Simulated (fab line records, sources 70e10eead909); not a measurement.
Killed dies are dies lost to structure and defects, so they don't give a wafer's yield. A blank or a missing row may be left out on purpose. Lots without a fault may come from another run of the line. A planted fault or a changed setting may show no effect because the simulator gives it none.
fab line records | flow nand_harc
record lots=12 wafers=36 last_day=25
route steps=1159 shown A_CONTACT@946 A_BLC@971 END@1159
lots that met no fault: from a run of the same line without faults
start_h: hours from the record's first day to the start of the lot's first wafer shown | wait_h: hours since the lot's step before | " the same as in the row above | L1.1+2: a row that stands for several wafers | - no value, or no start given | * or withheld: withheld | < > ~ a bound
route shown NAME@n: a module of which the file shows steps, and the number in the route of the first | usual: mean/standard deviation of fault-free wafers | same: alike in all rows | chamber/n: place in a boat | sites: the reading at each site | _std_site: their standard deviation | _edge_site: outer sites' mean less inner sites' | radius_mm: how far each site lies from the wafer's centre | mask NAME#n: copy n | behind: the tool/chamber that last shaped the wafer | hold: why the lot was held/for how many hours/how that ended | device: the transistor (n, p or np) that didn't switch | end of line: the same wafers' tests at the end of the route | a step without rows: its recipe alone | killed: dies lost to structure and defects at the first sort, not the wafer's yield | map: a wafer's dies, x killed, . not, _ none there
set.NAME: the setting as run; set.NAME@STEP: as run at that earlier step | model.NAME: the simulator's own value behind a step, which no gauge read
steps of the route over a sample of lots; a table a step, a row a wafer
services: from which hour (start_h, from the record's first day; less than 0 if before it) a tool's chamber was out of use, for how many hours, and why
## steps
# step NHARC_A_CONTACT_ETCH_137
# recipe source_w=withheld pressure_mtorr=20 bias_v=3000 time_s=132 target_depth_a=12870 ar_flow_sccm=withheld c4f8_flow_sccm=withheld o2_flow_sccm=withheld chemistry=C4F8/O2/Ar
# columns lot.wafer tool chamber start_h wait_h rf_hours_counter_h
L962.2 har_cap_etch-03 1 397.91 0.1 83
L962.3 " 1 " " -
L962.5 " 0 " " -
L959.2 har_cap_etch-02 1 398.88 0.1 15
L959.1 " 0 " " 15
L959.5 " 1 " " -
L961.2 har_cap_etch-02 0 404.77 0.1 16
L961.3 " 0 " " -
L961.5 " 0 " " -
L965.1 har_cap_etch-03 1 411.19 0.1 85
L965.4 " 1 " " -
L965.6 " 1 " " -
L966.1 har_cap_etch-03 0 419.55 0.1 86
L966.6 " 0 " " -
L966.5 " 1 " " -
L967.2 har_cap_etch-01 1 432.61 0.1 69
L967.4 " 0 " " -
L967.6 " 0 " " -
L976.2 har_cap_etch-02 0 483.50 0.1 28
L976.3 " 0 " " -
L976.4 " 1 " " -
L977.3 har_cap_etch-02 0 495.65 0.1 -
L977.4 " 1 " " -
L977.5 " 0 " " -
L981.4 har_cap_etch-03 1 510.69 0.1 -
L981.3 " 0 " " -
L981.6 " 1 " " -
L979.2 har_cap_etch-02 1 514.43 0.1 32
L979.1 " 0 " " 32
L979.3 " 0 " " -
L980.3 har_cap_etch-03 1 520.31 0.1 -
L980.4 " 0 " " -
L980.5 " 0 " " -
L982.3 har_cap_etch-02 0 541.03 0.1 -
L982.5 " 0 " " -
L982.6 " 1 " " -
# step NHARC_A_BLC_EXPOSE_07
# recipe na=1.35 target_cd_nm=100 dose_mj=67.97 mask_id=A_BLC
# usual exposure_dose_mJ_cm2=67.94/0.071
# columns lot.wafer tool chamber start_h wait_h mask exposure_dose_mJ_cm2
L962.2 arfi_scanner-02 0 402.35 - A_BLC#0 68.03
L962.3 " 0 " " A_BLC#0 68.01
L962.5 " 0 " " A_BLC#0 68.05
L959.1 arfi_scanner-03 0 403.10 - A_BLC#0 67.99
L959.2 " 0 " " A_BLC#0 67.94
L959.5 " 0 " " A_BLC#0 67.98
L961.2 arfi_scanner-03 0 409.04 - A_BLC#0 68.01
L961.3 " 0 " " A_BLC#0 68.09
L961.5 " 0 " " A_BLC#0 68.07
L965.1 arfi_scanner-02 0 419.71 - A_BLC#0 68.11
L965.4 " 0 " " A_BLC#0 67.96
L965.6 " 0 " " A_BLC#0 68.06
L966.1 arfi_scanner-02 0 424.36 - A_BLC#0 73.52
L966.5 " 0 " " A_BLC#0 73.66
L966.6 " 0 " " A_BLC#0 73.47
L967.2 arfi_scanner-02 0 439.49 - A_BLC#0 72.49
L967.4 " 0 " " A_BLC#0 72.45
L967.6 " 0 " " A_BLC#0 72.46
L976.2 arfi_scanner-01 0 493.87 - A_BLC#0 67.92
L976.3 " 0 " " A_BLC#0 67.86
L976.4 " 0 " " A_BLC#0 67.96
L977.3 arfi_scanner-01 0 504.01 - A_BLC#0 67.95
L977.4 " 0 " " A_BLC#0 67.94
L977.5 " 0 " " A_BLC#0 67.86
L981.3 arfi_scanner-03 0 515.52 - A_BLC#0 67.99
L981.4 " 0 " " A_BLC#0 67.97
L981.6 " 0 " " A_BLC#0 68.02
L979.1 arfi_scanner-01 0 521.21 - A_BLC#0 67.92
L979.2 " 0 " " A_BLC#0 67.92
L979.3 " 0 " " A_BLC#0 67.91
L980.3 arfi_scanner-01 0 527.14 - A_BLC#0 67.85
L980.4 " 0 " " A_BLC#0 67.94
L980.5 " 0 " " A_BLC#0 67.83
L982.3 arfi_scanner-03 0 544.98 - A_BLC#0 67.85
L982.5 " 0 " " A_BLC#0 67.95
L982.6 " 0 " " A_BLC#0 68.00
# step NHARC_A_BLC_CD_MEAS_10
# recipe target_cd_nm=100 landing_energy_ev=500
# usual cd_nm=99.9/0.57
# columns lot.wafer tool chamber start_h wait_h cd_nm
L962.2 cd_sem-03 0 402.49 - 100.7
L962.3 " 0 " " 100.1
L962.5 " 0 " " 99.4
L959.1 cd_sem-01 0 403.25 - 100.4
L959.2 " 0 " " 100.1
L959.5 " 0 " " 100.3
L961.2 cd_sem-01 0 409.18 - 100.6
L961.3 " 0 " " 100.6
L961.5 " 0 " " 100.3
L965.1 cd_sem-01 0 419.85 - 99.2
L965.4 " 0 " " 99.4
L965.6 " 0 " " 99.6
L966.1 cd_sem-02 0 424.50 - 105.4
L966.5 " 0 " " 104.8
L966.6 " 0 " " 105.3
L967.2 cd_sem-03 0 439.63 - 104.3
L967.4 " 0 " " 104.3
L967.6 " 0 " " 103.9
L976.2 cd_sem-03 0 494.01 - 99.2
L976.3 " 0 " " 100.5
L976.4 " 0 " " 99.0
L977.3 cd_sem-01 0 504.14 - 99.3
L977.4 " 0 " " 99.6
L977.5 " 0 " " 99.4
L981.3 cd_sem-03 0 515.66 - 99.6
L981.4 " 0 " " 100.1
L981.6 " 0 " " 99.1
L979.1 cd_sem-02 0 521.35 - 99.2
L979.2 " 0 " " 100.1
L979.3 " 0 " " 99.1
L980.3 cd_sem-02 0 527.28 - 99.3
L980.4 " 0 " " 99.4
L980.5 " 0 " " 100.3
L982.3 cd_sem-03 0 545.12 - 100.4
L982.5 " 0 " " 100.6
L982.6 " 0 " " 100.2
# step NHARC_A_BLC_INSPECT_12
# usual raw_defect_count=33/14
# columns lot.wafer tool chamber start_h wait_h raw_defect_count
L962.2 defect_inspect-02 - 402.61 0.0 25
L962.3 " - " " 17
L962.5 " - " " 22
L959.1 defect_inspect-01 - 403.37 0.0 11
L959.2 " - " " 7
L959.5 " - " " 11
L961.2 defect_inspect-01 - 409.32 0.0 18
L961.3 " - " " 23
L961.5 " - " " 25
L965.1 defect_inspect-01 - 419.98 0.0 37
L965.4 " - " " 34
L965.6 " - " " 45
L966.1 defect_inspect-02 - 424.63 0.0 24
L966.5 " - " " 37
L966.6 " - " " 37
L967.2 defect_inspect-01 - 439.75 0.0 32
L967.4 " - " " 28
L967.6 " - " " 27
L976.2 defect_inspect-01 - 494.13 0.0 37
L976.3 " - " " 39
L976.4 " - " " 49
L977.3 defect_inspect-02 - 504.26 0.0 21
L977.4 " - " " 19
L977.5 " - " " 19
L981.3 defect_inspect-02 - 515.78 0.0 17
L981.4 " - " " 35
L981.6 " - " " 31
L979.1 defect_inspect-02 - 521.48 0.0 63
L979.2 " - " " 62
L979.3 " - " " 50
L980.3 defect_inspect-01 - 527.40 0.0 42
L980.4 " - " " 38
L980.5 " - " " 48
L982.3 defect_inspect-02 - 545.24 0.0 21
L982.5 " - " " 28
L982.6 " - " " 19
# step NHARC_A_BLC_ETCH_16
# recipe target_depth_a=390 over_etch_frac=0.3 time_s=65 ion_energy_ev=80 cf4_flow_sccm=150 ar_flow_sccm=0 rf_w=300 bias_w=100 chemistry=CF4
# usual bias_w=99.99/0.28 drypump_motor_current_A=5.8/0.44 oes_product_au=0.998/0.012 rf_vpp_V=151.2/1.4 showerhead_plenum_p_Torr=1.77/0.087 throttle_valve_pct=13.283/0.0091
# columns lot.wafer tool chamber start_h wait_h bias_w drypump_motor_current_A oes_product_au rf_hours_counter_h rf_vpp_V showerhead_plenum_p_Torr throttle_valve_pct
L962.2 rie_diel-02 1 402.76 0.1 100.30 6.1 0.999 7 152.6 1.88 13.286
L962.3 " 2 " " 100.26 5.9 0.987 7 150.1 1.73 13.287
L962.5 " 2 " " 100.34 5.9 0.986 - 150.2 1.72 13.269
L959.2 rie_diel-04 2 403.52 0.1 99.82 5.8 1.019 10 150.2 1.65 13.292
L959.1 " 0 " " 100.08 6.6 0.975 11 150.3 1.65 13.269
L959.5 " 2 " " 100.51 5.9 1.019 - 150.6 1.65 13.275
L961.3 rie_diel-04 2 409.47 0.1 99.99 5.9 1.024 11 150.1 1.65 13.290
L961.2 " 3 " " 99.81 5.1 0.982 11 149.8 1.69 13.270
L961.5 " 2 " " 99.85 5.8 1.007 - 149.5 1.65 13.283
L965.1 rie_diel-02 1 420.13 0.1 100.15 6.1 1.009 10 152.0 1.88 13.280
L965.4 " 3 " " 99.78 6.1 1.003 9 151.5 1.80 13.281
L965.6 " 0 " " 100.00 5.7 0.992 - 152.6 1.88 13.287
L966.1 rie_diel-02 1 424.77 0.1 100.26 6.1 1.011 10 153.6 1.88 13.277
L966.6 " 1 " " 99.59 6.1 0.994 - 152.5 1.88 13.283
L966.5 " 2 " " 100.36 5.9 1.006 - 150.0 1.72 13.289
L967.2 rie_diel-04 3 439.90 0.1 100.00 5.1 0.994 15 150.1 1.69 13.275
L967.4 " 0 " " 99.88 6.6 0.979 15 149.3 1.65 13.293
L967.6 " 0 " " 99.97 6.6 0.989 - 148.3 1.65 13.269
L976.4 rie_diel-02 3 494.28 0.1 100.30 6.1 1.000 16 151.1 1.80 13.284
L976.2 " 0 " " 99.83 5.7 0.995 17 154.3 1.88 13.278
L976.3 " 1 " " 99.47 6.1 1.002 18 153.2 1.88 13.287
L977.3 rie_diel-04 0 504.41 0.1 99.88 6.6 0.997 2 149.6 1.65 13.286
L977.4 " 2 " " 100.37 5.8 1.014 2 149.2 1.65 13.296
L977.5 " 1 " " 100.20 5.1 0.997 - 152.0 1.78 13.290
L981.3 rie_diel-02 1 515.96 0.1 100.21 6.1 1.001 0 152.2 1.88 13.277
L981.4 " 0 " " 99.63 5.7 0.990 - 154.0 1.88 13.291
L981.6 " 1 " " 100.19 6.1 1.000 - 151.2 1.88 13.271
L979.2 rie_diel-04 0 521.63 0.1 99.90 6.6 0.993 5 150.0 1.65 13.284
L979.3 " 1 " " 100.43 5.2 0.997 5 151.4 1.77 13.278
L979.1 " 2 " " 100.07 5.8 1.017 5 150.5 1.65 13.294
L980.3 rie_diel-04 1 527.56 0.1 99.62 5.2 0.999 6 150.8 1.77 13.302
L980.4 " 2 " " 99.72 5.8 1.029 5 151.5 1.65 13.291
L980.5 " 0 " " 100.56 6.6 1.003 - 150.4 1.65 13.270
L982.3 rie_diel-02 1 545.39 0.1 99.66 6.1 0.997 3 153.3 1.88 13.283
L982.5 " 1 " " 99.65 6.1 0.995 - 154.1 1.88 13.291
L982.6 " 2 " " 100.50 5.9 0.990 - 151.9 1.72 13.270
# step NHARC_END_SORT_01
# recipe temp_c=25
# usual killed_at_array=29/11 killed_at_other=0.6/0.75 killed_at_periphery=3.1/2.1 killed_dies=32/11 killed_open=3.0/1.8 killed_short=1.8/1.3
# same gross_dies=677
# columns lot.wafer tool chamber start_h wait_h killed_at_array killed_at_other killed_at_periphery killed_dies killed_open killed_short
L962.2 prober-02 0 459.77 2.8 31 0 6 37 7 4
L962.3 prober-02 0 460.56 3.1 18 0 3 21 2 1
L962.5 prober-02 0 462.15 3.7 26 0 4 30 5 2
L959.1 prober-01 0 466.83 2.6 10 0 2 12 1 0
L959.2 prober-01 0 467.63 2.9 11 0 8 19 4 5
L959.5 prober-01 0 470.02 3.7 14 1 4 19 5 1
L961.2 prober-02 0 467.54 2.8 13 0 7 20 4 2
L961.3 prober-02 0 468.33 3.1 14 0 4 18 2 1
L961.5 prober-02 0 469.92 3.7 22 0 0 22 1 4
L965.1 prober-02 0 474.59 2.6 31 0 5 36 3 0
L965.4 prober-02 0 477.00 3.4 33 0 2 35 2 2
L965.6 prober-02 0 478.60 4.0 40 1 6 47 3 4
L966.1 prober-01 0 474.64 2.5 18 0 4 22 5 1
L966.5 prober-01 0 477.89 3.8 34 0 2 36 4 1
L966.6 prober-01 0 478.70 4.1 31 0 6 37 2 2
L967.2 prober-02 0 490.62 2.8 30 0 4 34 3 2
L967.4 prober-02 0 492.21 3.4 24 0 7 31 3 3
L967.6 prober-02 0 493.80 4.0 23 0 3 26 4 1
# killed by level:class
L962.2 A_SLIT:chamber_film_flake=16 A_CONTACT:chamber_film_flake=3 A_SGD_CUT:geometric_particle:open=2 A_WL_FILL:geometric_particle:short=2 P_GATE:chamber_film_flake=2 A_CHANNEL_FILL_D1:chamber_film_flake=2 P_STI:geometric_particle:open=1 P_M0:geometric_particle:open=1
L962.3 A_SLIT:chamber_film_flake=9 A_CONTACT:geometric_particle:open=2 P_GATE:chamber_film_flake=2 A_CHANNEL_HOLE_D1:chamber_film_flake=2 A_CONTACT:chamber_film_flake=2 P_CONTACT:geometric_particle:short=1 A_ZERO_WELL:chamber_film_flake=1 A_STAIRCASE:chamber_film_flake=1
L962.5 A_SLIT:chamber_film_flake=11 A_CHANNEL_HOLE_D1:chamber_film_flake=5 P_M0:geometric_particle:open=2 A_CONTACT:chamber_film_flake=2 A_ONON_D1:geometric_particle:short=1 A_ONON_D1:geometric_particle:open=1 A_WL_FILL:geometric_particle:short=1 A_CONTACT:geometric_particle:open=1
L959.1 A_CHANNEL_HOLE_D1:chamber_film_flake=3 A_STAIRCASE:chamber_film_flake=2 A_M1:geometric_particle:open=1 P_M0:chamber_film_flake=1 P_M2:chamber_film_flake=1 A_ZERO_WELL:chamber_film_flake=1 A_CHANNEL_FILL_D1:chamber_film_flake=1 A_SLIT:chamber_film_flake=1
L961.2 A_CHANNEL_HOLE_D1:chamber_film_flake=8 P_CONTACT:geometric_particle:open=3 A_CONTACT:chamber_film_flake=3 P_CONTACT:chamber_film_flake=2 P_GATE:geometric_particle:short=1 P_CONTACT:geometric_particle:short=1 A_M0:geometric_particle:open=1 A_WL_FILL:chamber_film_flake=1
L959.2 P_STI:chamber_film_flake=3 A_CONTACT:chamber_film_flake=3 P_STI:geometric_particle:open=1 P_CONTACT:geometric_particle:open=1 P_CONTACT:geometric_particle:short=1 P_M1:geometric_particle:open=1 A_ONON_D1:geometric_particle:short=1 A_CHANNEL_FILL_D1:geometric_particle:short=1
L961.3 A_CHANNEL_HOLE_D1:chamber_film_flake=10 A_CONTACT:chamber_film_flake=2 P_CONTACT:geometric_particle:open=1 A_STAIRCASE:geometric_particle:short=1 A_SGD_CUT:geometric_particle:open=1 P_ZERO_WELL:chamber_film_flake=1 P_STI:chamber_film_flake=1 P_CONTACT:chamber_film_flake=1
L961.5 A_CHANNEL_HOLE_D1:chamber_film_flake=13 A_WL_FILL:chamber_film_flake=2 A_ONON_D1:geometric_particle:short=1 A_CHANNEL_HOLE_D1:geometric_particle:open=1 A_STAIRCASE:geometric_particle:short=1 A_WL_FILL:geometric_particle:short=1 A_CONTACT:geometric_particle:short=1 A_STAIRCASE:chamber_film_flake=1
L959.5 A_WL_FILL:chamber_film_flake=4 P_M2:chamber_film_flake=2 A_CONTACT:chamber_film_flake=2 P_CONTACT:geometric_particle:open=1 A_SOURCE_PLATE:geometric_particle:short=1 A_ONON_D1:geometric_particle:open=1 A_BLC:geometric_particle:open=1 A_M0:geometric_particle:open=1
L965.1 A_CHANNEL_HOLE_D1:chamber_film_flake=13 A_SLIT:chamber_film_flake=9 A_CONTACT:chamber_film_flake=6 P_M0:chamber_film_flake=3 P_STI:geometric_particle:open=1 P_M0:geometric_particle:open=1 A_CONTACT:geometric_particle:open=1 A_CHANNEL_FILL_D1:chamber_film_flake=1
L966.1 A_SLIT:chamber_film_flake=9 A_CHANNEL_HOLE_D1:chamber_film_flake=4 A_STAIRCASE:chamber_film_flake=2 P_STI:geometric_particle:open=1 P_GATE:geometric_particle:open=1 P_CONTACT:geometric_particle:short=1 P_CONTACT:geometric_particle:open=1 A_ONON_D1:geometric_particle:open=1
L965.4 A_CHANNEL_HOLE_D1:chamber_film_flake=10 A_SLIT:chamber_film_flake=10 A_CONTACT:chamber_film_flake=5 A_ONON_D1:geometric_particle:short=1 A_WL_FILL:geometric_particle:short=1 A_WL_FILL:geometric_particle:open=1 A_M0:geometric_particle:open=1 P_GATE:chamber_film_flake=1
L966.5 A_CHANNEL_HOLE_D1:chamber_film_flake=14 A_SLIT:chamber_film_flake=9 A_CHANNEL_FILL_D1:geometric_particle:open=3 A_CONTACT:chamber_film_flake=3 A_CHANNEL_FILL_D1:chamber_film_flake=2 A_WL_FILL:chamber_film_flake=2 P_GATE:geometric_particle:short=1 A_ONON_D1:geometric_particle:open=1
L965.6 A_CHANNEL_HOLE_D1:chamber_film_flake=14 A_SLIT:chamber_film_flake=9 P_M0:chamber_film_flake=3 A_STAIRCASE:chamber_film_flake=3 A_WL_FILL:chamber_film_flake=3 A_ZERO_WELL:chamber_film_flake=2 A_CHANNEL_FILL_D1:chamber_film_flake=2 P_CONTACT:geometric_particle:open=1
L966.6 A_SLIT:chamber_film_flake=14 A_CHANNEL_HOLE_D1:chamber_film_flake=10 P_STI:chamber_film_flake=3 A_CONTACT:chamber_film_flake=2 P_CONTACT:geometric_particle:open=1 A_SLIT:geometric_particle:short=1 A_CONTACT:geometric_particle:open=1 A_BLC:geometric_particle:short=1
L967.2 A_CHANNEL_HOLE_D1:chamber_film_flake=9 A_SLIT:chamber_film_flake=8 P_ZERO_WELL:chamber_film_flake=4 A_CHANNEL_FILL_D1:chamber_film_flake=3 A_CONTACT:chamber_film_flake=3 A_CHANNEL_FILL_D1:geometric_particle:short=2 A_ONON_D1:geometric_particle:open=1 A_CHANNEL_HOLE_D1:geometric_particle:open=1
L967.4 A_SLIT:chamber_film_flake=15 P_ZERO_WELL:chamber_film_flake=3 A_CHANNEL_HOLE_D1:chamber_film_flake=3 A_ONON_D1:geometric_particle:short=2 P_GATE:geometric_particle:open=1 P_CONTACT:geometric_particle:open=1 A_CONTACT:geometric_particle:short=1 A_CONTACT:geometric_particle:open=1
L967.6 A_SLIT:chamber_film_flake=11 A_CHANNEL_HOLE_D1:chamber_film_flake=7 A_CONTACT:geometric_particle:open=2 P_ZERO_WELL:chamber_film_flake=2 P_CONTACT:geometric_particle:open=1 A_CHANNEL_FILL_D1:geometric_particle:open=1 A_STAIRCASE:geometric_particle:short=1 A_CONTACT:chamber_film_flake=1
## services
# columns tool chamber start_h hours kind
rie_diel-02 1 384.18 3.1 repair
rie_diel-02 0 385.70 - clean
rie_diel-02 2 385.70 - clean
rie_diel-02 3 385.70 - clean
rie_diel-04 0 395.99 - clean
rie_diel-04 1 395.99 - clean
rie_diel-04 2 395.99 - clean
rie_diel-04 3 395.99 - clean
rie_diel-02 0 410.20 - clean
rie_diel-02 1 410.20 - clean
rie_diel-02 2 410.20 - clean
rie_diel-02 3 410.20 - clean
rie_diel-04 0 420.49 - clean
rie_diel-04 1 420.49 - clean
arfi_scanner-02 - 428.00 4.0 pm
arfi_scanner-03 - 431.22 0.5 repair
har_cap_etch-02 - 456.92 4.9 repair
arfi_scanner-03 - 461.45 1.1 repair
rie_diel-04 - 465.90 9.0 pm
arfi_scanner-01 - 470.53 1.2 repair
arfi_scanner-03 - 484.00 4.0 pm
rie_diel-02 - 504.71 9.0 pm
rie_diel-02 2 529.16 1.6 repair
arfi_scanner-01 - 543.74 4.0 pm
## key
first_sign step=NHARC_A_BLC_EXPOSE_07 reading=exposure_dose_mJ_cm2 direction=up sigmas=71 usual=67.94 struck=73.01
effect step=NHARC_A_BLC_CD_MEAS_10 reading=cd_nm direction=up sigmas=8.4 usual=99.9 struck=104.7 through=control_loop
met_at NHARC_A_BLC_EXPOSE_07
struck_lots L966,L967
tester_left_out L966,L967
loop_trim step=NHARC_A_BLC_EXPOSE_07 setting=dose lots=L967
not_acting_at NHARC_A_CONTACT_ETCH_137,NHARC_A_BLC_INSPECT_12,NHARC_A_BLC_ETCH_16
onset_between 419.71 424.36
fault kind=process_parameter_drift tool=arfi_scanner-02 chamber=- onset_h=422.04 steps=NHARC_A_BLC_EXPOSE_07 channel=dose_mj offset=5.6329 shape=step acts_in=these_recipes_only stated=67.97
# tester_left_out: of these lots the tester's yield and bins aren't shown, on N5 and GAA mostly nor the transistor test; their killed dies are dies lost to structure and defects alone, not to doping, threshold or leakage, so they don't give the yield
# loop_trim: a control loop set the setting to another value than it would have without faults
